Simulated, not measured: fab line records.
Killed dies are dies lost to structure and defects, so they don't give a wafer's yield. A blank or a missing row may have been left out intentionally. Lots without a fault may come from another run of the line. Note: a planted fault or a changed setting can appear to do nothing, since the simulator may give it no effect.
Check for tools in common ; flow nand-harc ; 12 lots, 42 wafers sampled

== WHY IT WAS OPENED ==
At NHARC_P_M2_CD_MEAS_09 the reading cd-nm is flagged on 2 of 12 lots. Fault-free wafers read 170.3 nm, with a standard deviation of 0.49.
Rule: a lot is flagged in two cases, either no wafer of it has a number, or all its wafers with numbers fall more than 4 standard deviations from that mean. All remaining lots are regarded as sound.

lot;measured;on;cd-nm (nm), wafer by wafer;flag
L743;day 6 13:56;cd-sem-01;169.9 169.8 169.6;
L745;day 7 00:34;cd-sem-01;170.8 170.7 170.6;
L744;day 7 00:44;cd-sem-02;170.8 170.7 171.2;
L749;day 7 19:38;cd-sem-03;170.4 170.1 170.4;
L755;day 9 11:15;cd-sem-03;184.9 185.2 184.6 184.7 184.6 184.5;FLAGGED
L754;day 9 11:34;cd-sem-02;185.0 184.8 184.6 184.8 185.0 184.9;FLAGGED
L757;day 10 10:35;cd-sem-03;170.3 170.0 170.3;
L758;day 10 11:37;cd-sem-01;169.9 169.9 170.6;
L760;day 10 19:13;cd-sem-02;170.3 169.5 169.7;
L762;day 11 02:28;cd-sem-02;170.3 170.0 169.8;
L763;day 11 07:07;cd-sem-01;169.9 170.2 170.0;
L764;day 11 17:15;cd-sem-02;170.5 169.8 170.7;
On average the flagged lots' numbers are 184.8 nm, which is +14.5 nm against the usual, or +30 standard deviations.

== WHICH TOOL RAN EACH LOT ==
3 process steps preceding the reading are held in the record, out of 1159 steps in the route. Cell contents, in order: the tool; ch with the chambers the sampled wafers went through; the start.
lot;flag;NHARC_P_M1_ANNEAL_31;NHARC_P_M1_PRE_CLEAN_32;NHARC_P_M2_PEB_07
L743;;rtp-anneal-01 ch 0, day 6 11:51;pecvd-03 ch 0,1,2, day 6 12:38;litho-track-04 ch 0, day 6 13:52
L745;;rtp-anneal-01 ch 0, day 6 21:28;pecvd-03 ch 0,1,2, day 6 22:21;litho-track-06 ch 0, day 7 00:29
L744;;rtp-anneal-01 ch 0, day 6 22:28;pecvd-03 ch 0,2, day 6 23:24;litho-track-06 ch 0, day 7 00:40
L749;;rtp-anneal-01 ch 0, day 7 17:32;pecvd-04 ch 0,1,2, day 7 18:19;litho-track-01 ch 0, day 7 19:33
L755;FLAGGED;rtp-anneal-01 ch 0, day 9 09:01;pecvd-02 ch 0,1,2, day 9 09:57;litho-track-06 ch 0, day 9 11:10
L754;FLAGGED;rtp-anneal-02 ch 0, day 9 09:17;pecvd-02 ch 0,1,2, day 9 10:15;litho-track-06 ch 0, day 9 11:29
L757;;rtp-anneal-02 ch 0, day 10 08:17;pecvd-04 ch 0,1,2, day 10 09:15;litho-track-04 ch 0, day 10 10:31
L758;;rtp-anneal-01 ch 0, day 10 09:10;pecvd-03 ch 0,1, day 10 09:59;litho-track-04 ch 0, day 10 11:31
L760;;rtp-anneal-01 ch 0, day 10 16:35;pecvd-02 ch 0,2, day 10 17:44;litho-track-01 ch 0, day 10 19:08
L762;;rtp-anneal-01 ch 0, day 10 23:54;pecvd-02 ch 0,1,2, day 11 01:01;litho-track-01 ch 0, day 11 02:23
L763;;rtp-anneal-01 ch 0, day 11 04:58;pecvd-04 ch 0,2, day 11 05:49;litho-track-04 ch 0, day 11 07:02
L764;;rtp-anneal-01 ch 0, day 11 15:11;pecvd-02 ch 0,1,2, day 11 16:02;litho-track-04 ch 0, day 11 17:10
What is done by these steps:
- NHARC_P_M1_ANNEAL_31: time 90 s.
- NHARC_P_M1_PRE_CLEAN_32: time 12 s.
- NHARC_P_M2_PEB_07: peb time 65 s.
- NHARC_P_M2_CD_MEAS_09: target cd 170 nm.

== FLAGGED OVER TOTAL, TOOL BY TOOL (the gauges that took the reading come last) ==
step;tool;lots run;flagged;share of the flagged lots;sound lots run after its first flagged lot
NHARC_P_M1_ANNEAL_31;rtp-anneal-01;10;1;some;5 (L758,L760,L762,L763,L764)
NHARC_P_M1_ANNEAL_31;rtp-anneal-02;2;1;some;1 (L757)
NHARC_P_M1_PRE_CLEAN_32;pecvd-02;5;2;all;3 (L760,L762,L764)
NHARC_P_M1_PRE_CLEAN_32;pecvd-03;4;0;none;-
NHARC_P_M1_PRE_CLEAN_32;pecvd-04;3;0;none;-
NHARC_P_M2_PEB_07;litho-track-01;3;0;none;-
NHARC_P_M2_PEB_07;litho-track-04;5;0;none;-
NHARC_P_M2_PEB_07;litho-track-06;4;2;all;0
NHARC_P_M2_CD_MEAS_09;cd-sem-01;4;0;none;-
NHARC_P_M2_CD_MEAS_09;cd-sem-02;5;1;some;3 (L760,L762,L764)
NHARC_P_M2_CD_MEAS_09;cd-sem-03;3;1;some;1 (L757)

== THE TABLE: WHAT IT ALLOWS ==
2 rows of the table ran every flagged lot: pecvd-02 at NHARC_P_M1_PRE_CLEAN_32, litho-track-06 at NHARC_P_M2_PEB_07.
- pecvd-02 at NHARC_P_M1_PRE_CLEAN_32: 2 of its 5 lots flagged. After the first flagged lot (L760, L762, L764), sound lots still ran on it; a lasting fault on the whole tool would not permit that.
- litho-track-06 at NHARC_P_M2_PEB_07: 2 of its 4 lots flagged. Its last sound lot is L744 (day 7 00:40), its first flagged lot L755 (day 9 11:10): a fault that began between those two fits. Its own readings (heater-power-total-W, plate-temp-C) fall more than 4 standard deviations out on all wafers of the flagged lots.
What remains is a single tool, litho-track-06 at NHARC_P_M2_PEB_07.

== WHAT THE SIMULATOR HAD INSERTED ==
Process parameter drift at NHARC_P_M2_PEB_07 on litho-track-06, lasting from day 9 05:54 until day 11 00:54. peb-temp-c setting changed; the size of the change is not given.
Struck lots among those shown: L755, L754. The rule given above showed the same thing.
